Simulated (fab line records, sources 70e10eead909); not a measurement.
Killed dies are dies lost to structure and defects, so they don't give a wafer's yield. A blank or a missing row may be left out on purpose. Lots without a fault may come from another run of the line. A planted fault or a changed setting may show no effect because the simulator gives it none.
A struck lot beside a sound one | flow nand_harc | 15 steps out of a route of 1302
Sound: wafers L697.2, L697.5, L697.6. Struck: wafers L703.3, L703.4, L703.5. The cause comes at the end.
At each step with rows: each side's tool, then ch and its chambers, then its first start. Under that, the readings that differ: sound wafers | struck wafers | difference of the means | sigmas: that difference in standard deviations of wafers without a fault.
alike: readings whose means differ by less than 2 such deviations, and words and numbers that are the same on both sides. not compared: withheld readings, readings that some wafer has no value for, bounds like >300 that may hide the same value, and numbers for which the record gives no deviation and whose values overlap.
The two part at a step that has a row with sigmas, a row that says differs or no value, or rows on one side only. Numbers that don't overlap but have no deviation are shown without sigmas and don't part them. A reading that every wafer of one side lacks parts them only if that side has two wafers or more.

first, 2 steps without rows for these wafers: NHARC_P_GATE_DESCUM_93 (chemistry O2, time 3 s); NHARC_P_GATE_IMPLANT_94.
NHARC_P_GATE_STRIP_113: strips in N2/H2, time 740 s.
  sound on plasma_asher-01 ch 0,1, day 5 21:11; struck on plasma_asher-02 ch 0,1, day 8 14:58
  alike: drypump_motor_current_A, heater_power_w, run_length_s, temp_c
  not compared: rf_hours_counter_h
NHARC_P_GATE_STRIP_95: strips in O2.
  sound on plasma_asher-01 ch 0,1, day 5 21:53; struck on plasma_asher-02 ch 0,1, day 8 15:28
  alike: drypump_motor_current_A, heater_power_w, temp_c
  not compared: rf_hours_counter_h
then, 1 step without rows for these wafers: NHARC_P_GATE_STRIP_96 (strips in SPM, time 900 s).
NHARC_P_GATE_RTA_64: time 1 s.
  sound on rtp_anneal-02 ch 0, day 5 22:29; struck on rtp_anneal-02 ch 0, day 8 16:04
  alike: lamp_power_pct, lamp_zone_7_pct, wafer_temp_C_max
then, 1 step without rows for these wafers: NHARC_P_GATE_ETCH_77 (etches SiO2 in dHF, target depth 6 nm).
NHARC_P_GATE_DEGAS_109: time 60 s.
  sound on pvd_sputter-03, day 5 22:46; struck on pvd_sputter-03, day 8 16:18
  alike: heater_power_w
then, 3 steps without rows for these wafers: NHARC_P_GATE_PRE_CLEAN_110 (time 30 s); NHARC_P_GATE_SPUTTER_78 (material Ni, target thk 10 nm); NHARC_P_GATE_SPUTTER_79 (material TiN, target thk 10 nm).
NHARC_P_GATE_RTA_80: time 30 s.
  sound on rtp_anneal-02 ch 0, day 5 23:05; struck on rtp_anneal-02 ch 0, day 8 16:40
  alike: lamp_zone_7_pct, wafer_temp_C_max
NHARC_P_GATE_STRIP_67: strips in SPM, time 600 s.
  sound on wet_bench-01 ch 2,4,7, day 5 23:16; struck on wet_bench-01 ch 2,4,6, day 8 16:48
  reading          | sound             | struck            | difference | sigmas
  run_length_s (s) | 602.5 602.2 603.6 | 223.9 222.5 223.7 | -379.4     | -99 or more
  alike: temp_c
then, 1 step without rows for these wafers: NHARC_P_GATE_RTA_82 (time 30 s).
NHARC_END_SORT_01:
  the record has rows for the sound wafers here (prober-02 ch 0, day 25 12:01) and none for the struck ones

WHERE THEY PART
First at NHARC_P_GATE_STRIP_67; last, within this record, at NHARC_END_SORT_01.

WHY: what the simulator had put in
Process parameter drift: wet_bench-01, from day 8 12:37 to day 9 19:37, at NHARC_P_GATE_STRIP_67. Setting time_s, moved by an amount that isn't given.
